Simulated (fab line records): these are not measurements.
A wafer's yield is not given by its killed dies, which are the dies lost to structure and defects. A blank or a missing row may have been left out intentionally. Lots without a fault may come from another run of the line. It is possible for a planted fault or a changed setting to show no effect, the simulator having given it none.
3 desks looking at one fault | flow n5-finfet | numbers are kept per desk, each desk with only its own; the story behind them comes last

THE DEFECT DESK
Inspection counts along the route, by lot: the mean over sampled wafers that carry a number. A lot is out of limits, marked OUT, if its mean lies more than 4 standard deviations from the usual mean; the brackets give that distance.
Columns: A = raw-defect-count at N5_BEOL_M4_INSPECT_59, usual 68
lot  | first seen here | A
L913 | day 8 12:29     | 59
L916 | day 8 20:38     | 86
L917 | day 9 10:14     | 40
L918 | day 9 21:10     | 51
L919 | day 10 00:35    | 78
L921 | day 10 23:11    | 84
L922 | day 11 06:34    | 49
L927 | day 12 06:25    | 122
L929 | day 13 03:14    | 70
L935 | day 13 19:01    | 79
This desk's verdict: no lot among the 10 shows anything out of limits.

DESK OF THE TOOL OWNER: epi-rpcvd-01
The tool's own readings at N5_WELL_APT_EPI_41 (deposits Si from SiH4/H2, target thk 50 nm, time 297.7 s): means of the sampled wafers that have a number, for each lot that ran on this tool. A lot is out of limits, marked OUT, if its mean lies more than 4 standard deviations from the usual mean; the brackets give that distance.
Columns: A = throttle-valve-pct at N5_WELL_APT_EPI_41, usual 11.6 %
lot  | first seen here | A
L913 | day 1 16:20     | 11.9
L916 | day 2 10:17     | 11.9
L917 | day 2 16:00     | 11.9
L918 | day 2 21:58     | 11.9
L919 | day 3 04:43     | 11.9
L921 | day 3 16:23     | 11.9
This desk's verdict: no lot among the 6 shows anything out of limits.

AT THE METROLOGY DESK
What the gauges read for every lot (on any tool): the sampled wafers with a number, averaged. A lot is out of limits, marked OUT, if its mean lies more than 4 standard deviations from the usual mean; the brackets give that distance. It has 15 readings, of which 7 appear: the earliest out of limits, and the ones furthest out on some lot.
Columns: A = CJ_N at N5_BEOL_M4_RC_MEAS_101, usual 4.33; B = CJ_P at N5_BEOL_M4_RC_MEAS_101, usual 5.82; C = ION_N at N5_BEOL_M4_RC_MEAS_101, usual 673 uA/um; D = RS_NWELL at N5_BEOL_M4_RC_MEAS_101, usual 1036 ohm/sq; E = RS_PWELL at N5_BEOL_M4_RC_MEAS_101, usual 3013 ohm/sq; F = VT_N_LONG at N5_BEOL_M4_RC_MEAS_101, usual 274.6 mV; G = VT_P at N5_BEOL_M4_RC_MEAS_101, usual -250.2 mV
lot  | first seen here | A               | B              | C   | D               | E               | F                | G
L913 | day 8 12:31     | 4.23            | 5.85           | 676 | 1032            | 3000            | 275.2            | -247.7
L916 | day 8 20:49     | 4.29            | 5.78           | 669 | 1034            | 2996            | 274.7            | -252.8
L917 | day 9 10:25     | 4.24            | 5.78           | 675 | 1046            | 3039            | 272.6            | -252.6
L918 | day 9 21:12     | 5.02 (+7.7) OUT | 3.97 (-14) OUT | 661 | 1067 (+4.4) OUT | 3153 (+5.6) OUT | 280.2            | -248.7
L919 | day 10 01:04    | 4.97 (+7.2) OUT | 3.95 (-14) OUT | 645 | 1059            | 3119 (+4.2) OUT | 281.9 (+4.0) OUT | -250.2
L921 | day 10 23:22    | 4.99 (+7.3) OUT | 4.28 (-12) OUT | 663 | 1052            | 3141 (+5.1) OUT | 278.7            | -246.0
L922 | day 11 06:45    | 4.18            | 5.62           | 674 | 1028            | 2990            | 274.0            | -248.9
L927 | day 12 07:57    | 4.33            | 5.77           | 684 | 1035            | 2988            | 274.1            | -248.0
L929 | day 13 03:16    | 4.31            | 5.93           | 690 | 1039            | 3002            | 269.8            | -241.9
L935 | day 13 19:11    | 4.28            | 5.65           | 663 | 1038            | 3016            | 274.3            | -250.6
This desk's finding: out of limits on L918, L919, L921; first on L918, day 9 21:12 (CJ_N at N5_BEOL_M4_RC_MEAS_101). Within limits: L913, L916, L917, L922, L927, L929, L935.

BROUGHT TOGETHER
At day 9 21:12 the metrology desk could have sounded an alarm, on L918, L919, L921.
No out-of-limits result turned up at the defect desk.
The tool owner's desk saw nothing out of limits.
The defect desk has L918, L919, L921 on record, within its limits.
Tool owner's desk: L918, L919, L921 on record, inside its limits.
Of the lots named, all ran N5_WELL_APT_EPI_41 on epi-rpcvd-01.

WHAT THE SIMULATOR PUT IN
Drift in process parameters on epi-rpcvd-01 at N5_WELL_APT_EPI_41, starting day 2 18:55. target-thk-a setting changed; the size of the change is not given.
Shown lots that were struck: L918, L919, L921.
Per desk, hours elapsed from the start of the fault to the first reading out of limits: for the metrology desk, 170.
